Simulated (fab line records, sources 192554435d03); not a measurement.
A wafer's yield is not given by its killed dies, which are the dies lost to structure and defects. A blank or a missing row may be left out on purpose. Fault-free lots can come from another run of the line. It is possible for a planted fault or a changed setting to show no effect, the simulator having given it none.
Chamber matching ; flow n5-finfet ; rie-diel-01 running N5_BEOL_M0_TRENCH_ETCH_107: 4 sister chambers
The step etches SiOC in C4F6/O2, target depth 32.8 nm, time 16.4 s. 16 wafers are shown with their chamber, then 8 later ones without.

WAFERS, EACH WITH ITS CHAMBER
wafer;chamber;drypump-motor-current-A (A);showerhead-plenum-p-Torr (Torr);throttle-valve-pct (%)
L075.2;3;5.17;2.86;20.46
L075.3;0;6.13;2.83;21.16
L075.5;3;5.18;2.86;20.47
L080.2;2;6.00;2.72;21.04
L080.5;1;5.78;2.96;20.97
L080.6;2;6.01;2.72;21.03
L085.3;0;6.09;2.82;21.18
L085.5;0;6.08;2.82;21.18
L085.6;3;5.16;2.85;20.49
L087.2;0;6.11;2.82;21.19
L087.3;3;5.18;2.85;20.49
L087.5;1;5.76;2.95;21.00
L088.2;3;5.17;2.85;20.49
L088.4;1;5.75;2.95;20.99
L088.6;0;6.09;2.82;21.20
L089.1;3;5.19;2.85;20.51

SIGNATURES (averages over the wafers above)
reading;chamber 0;chamber 1;chamber 2;chamber 3;scatter within a chamber
drypump-motor-current-A;6.1000;5.7633;6.0050;5.1750;0.0149
showerhead-plenum-p-Torr;2.8220;2.9533;2.7200;2.8533;0.00483
throttle-valve-pct;21.1820;20.9867;21.0350;20.4850;0.0157
Rule: a wafer lies at a distance from a chamber equal to the root of the sum of squares, over the readings, of (its reading less the chamber's mean, divided by the reading's scatter). The wafer belongs to the nearest chamber; if the next one is less than 2 further off, it can't be placed. The scatter: the root of (the sum of the squares of (reading less its chamber's mean) over the shown wafers, divided by (wafers less chambers)).

WAFERS WITH NO CHAMBER GIVEN
wafer;drypump-motor-current-A (A);showerhead-plenum-p-Torr (Torr);throttle-valve-pct (%)
L089.2;5.98;2.71;21.08
L089.3;5.77;2.95;20.99
L094.1;6.02;3.05;20.81
L094.2;6.09;2.81;21.21
L094.4;5.16;2.84;20.54
L093.1;6.09;2.81;21.21
L093.2;5.19;2.84;20.51
L093.5;5.18;2.84;20.53

THE CHAMBER EACH PASSED THROUGH
wafer;from the rows above;in truth
L089.2;2;2
L089.3;1;1
L094.1;1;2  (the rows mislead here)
L094.2;0;0
L094.4;3;3
L093.1;0;0
L093.2;3;3
L093.5;3;3
Correct placement for 7 of the 8. Not placeable from these rows: 0. Number placed wrongly: 1.
